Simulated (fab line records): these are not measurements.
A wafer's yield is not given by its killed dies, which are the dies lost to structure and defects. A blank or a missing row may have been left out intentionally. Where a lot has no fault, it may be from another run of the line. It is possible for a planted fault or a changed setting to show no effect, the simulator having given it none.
Comparing a struck lot with a sound one | flow nand-harc | 15 steps out of a route of 1159
Sound: these wafers, L655.3, L655.4, L655.6. Struck: wafer L649.3 (L649.1, L649.5, from the same lot, were not struck and are left out); the cause is given at the end.
Order at every step that has rows: each side's tool, ch and its chambers, its first start. Under that, the readings that differ: sound wafers | struck wafers | difference of the means | sigmas: that difference in standard deviations of wafers without a fault.
alike: words and numbers the same on both sides, and readings whose means are apart by under 2 such deviations; not compared: readings that were withheld, readings missing a value for some wafer, numbers with overlapping values and no deviation given by the record, and bounds like >300 which may hide the same value.
The two part at a step that has a row with sigmas, a row that says differs or no value, or rows on one side only. Numbers that have no deviation but don't overlap get no sigmas and don't part them. A reading that every wafer of one side lacks parts them only if that side has two wafers or more.

first, 7 steps without rows for these wafers: NHARC_A_CHANNEL_HOLE_D1_COAT_37 (time 65 s); NHARC_A_CHANNEL_HOLE_D1_COAT_04 (resist thk 90 nm); NHARC_A_CHANNEL_HOLE_D1_SOFTBAKE_05 (time 55 s); NHARC_A_CHANNEL_HOLE_D1_EBR_06; NHARC_A_CHANNEL_HOLE_D1_EXPOSE_07 (exposes mask HOLE D1, target cd 100 nm); NHARC_A_CHANNEL_HOLE_D1_PEB_08 (peb time 65 s); NHARC_A_CHANNEL_HOLE_D1_DEVELOP_09 (develop time 35 s).
NHARC_A_CHANNEL_HOLE_D1_CD_MEAS_10 targets a cd of 100 nm.
  sound on cd-sem-02 ch 0, day 13 06:05; struck on cd-sem-03 ch 0, day 11 11:40
  alike: cd-nm
NHARC_A_CHANNEL_HOLE_D1_OVL_MEAS_11:
  struck on overlay-01, day 11 11:44; sound on overlay-01, day 13 06:11
  alike: overlay-x-nm, overlay-y-nm
NHARC_A_CHANNEL_HOLE_D1_INSPECT_12:
  struck on defect-inspect-02, day 11 11:47; sound on defect-inspect-01, day 13 06:13
  alike: raw-defect-count
NHARC_A_CHANNEL_HOLE_D1_DESCUM_15: chemistry O2, time 3 s.
  sound on rie-diel-09 ch 1,2,3, day 13 06:16; struck on rie-diel-10 ch 1, day 11 11:50
  alike: drypump-motor-current-A, mfc-ar-sccm, oes-product-au, rf-vpp-V, showerhead-plenum-p-Torr, throttle-valve-pct
  not compared: rf-hours-counter-h
NHARC_A_CHANNEL_HOLE_D1_ETCH_38: etches the open film in CF4, target depth 39 nm, time 65 s.
  sound on rie-diel-09 ch 1,2, day 13 06:22; struck on rie-diel-10 ch 2, day 11 11:56
  reading            | sound | struck | difference | sigmas
  mfc-ar-sccm (sccm) | 0 0 0 | 0.025  | +0.025     | +3
  alike: drypump-motor-current-A, oes-product-au, rf-vpp-V, showerhead-plenum-p-Torr, throttle-valve-pct
  not compared: rf-hours-counter-h
NHARC_A_CHANNEL_HOLE_D1_ETCH_39: etches the open film in N2/H2, target depth 260 nm, time 325 s.
  sound on rie-diel-09 ch 0,1,2, day 13 06:30; struck on rie-diel-10 ch 0, day 11 12:01
  reading                         | sound             | struck | difference | sigmas
  h2-flow-sccm (sccm)             | 150.3 150.7 150.4 | 148.9  | -1.6       | -3
  oes-product-au (a.u.)           | 1.010 1.008 1.001 | 0.833  | -0.173     | -20
  showerhead-plenum-p-Torr (Torr) | 1.99 1.92 2.02    | 2.17   | +0.19      | +2
  alike: drypump-motor-current-A, mfc-ar-sccm, rf-vpp-V, throttle-valve-pct
  not compared: rf-hours-counter-h
NHARC_A_CHANNEL_HOLE_D1_ETCH_34: etches the open film in CF4/CHF3, target depth 154 nm, time 77 s.
  sound: rie-diel-09 ch 1,2; struck: rie-diel-10 ch 0
  reading                         | sound             | struck | difference | sigmas
  chf3-flow-sccm (sccm)           | 30.03 29.94 29.91 | 30.17  | +0.21      | +2
  showerhead-plenum-p-Torr (Torr) | 1.49 1.56 1.49    | 1.66   | +0.15      | +2
  alike: drypump-motor-current-A, mfc-ar-sccm, oes-product-au, rf-vpp-V, throttle-valve-pct
  not compared: rf-hours-counter-h
-- jump in the record: it breaks off in module A_CHANNEL_HOLE_D1 and resumes in module END (first step shown: number 1159 of the route), and 11 days separate the struck wafers' starts before and after --
NHARC_END_SORT_01:
  only the struck wafers appear in the record here, on prober-02 ch 0 at day 22 09:56; the sound ones have no rows

== WHERE THEY PART ==
At NHARC_A_CHANNEL_HOLE_D1_ETCH_38 first; at NHARC_END_SORT_01 last (within this record only).

WHY: what the simulator had put in
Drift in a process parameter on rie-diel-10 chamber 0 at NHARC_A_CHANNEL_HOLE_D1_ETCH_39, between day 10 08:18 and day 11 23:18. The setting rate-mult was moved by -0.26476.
